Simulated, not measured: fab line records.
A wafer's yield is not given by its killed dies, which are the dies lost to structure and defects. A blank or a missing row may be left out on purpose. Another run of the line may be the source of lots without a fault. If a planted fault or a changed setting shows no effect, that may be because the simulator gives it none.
Matching of chambers | flow nandHarc | NHARC_A_SGD_CUT_DEP_00 on pecvd-02: 3 sister chambers
The step deposits SiNx, target thk 50 nm. 3 wafers are shown with their chamber, then 8 later ones without.

== EACH WAFER AND ITS CHAMBER ==
wafer  | chamber | heaterPowerOuterW (W)
L093.1 | 0       | 458
L093.5 | 2       | 367
L095.1 | 1       | 448

== WAFERS MISSING THEIR CHAMBER ==
wafer  | heaterPowerOuterW (W)
L095.2 | 347
L095.6 | 445
L096.4 | 521
L096.5 | 364
L096.6 | 413
L097.2 | 578
L097.5 | 320
L097.6 | 456

== WHICH CHAMBER EACH ONE RAN IN ==
wafer  | from the rows above          | in truth
L095.2 | can't be placed: 2 or 1 or 0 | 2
L095.6 | can't be placed: 1 or 0 or 2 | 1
L096.4 | can't be placed: 0 or 1 or 2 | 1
L096.5 | can't be placed: 2 or 1 or 0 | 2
L096.6 | can't be placed: 1 or 0 or 2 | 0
L097.2 | can't be placed: 0 or 1 or 2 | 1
L097.5 | can't be placed: 2 or 1 or 0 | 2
L097.6 | can't be placed: 0 or 1 or 2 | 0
Placed correctly: 0 of 8. These rows do not allow placing 8 (true chamber among the candidates in 8). 0 placed wrongly.
How it was worked out, from the rows above alone: a wafer's distance from a chamber is the root of the sum, over the readings, of the square of ((its reading less the chamber's mean) divided by the reading's scatter). If the next closest chamber is less than 2 further off than the closest, the wafer can't be placed; otherwise it belongs to the closest. A chamber's mean is the mean of its shown wafers. The scatter (one wafer shown for each chamber): square how far every hidden wafer sits from the nearest shown wafer, average those squares and take the square root.
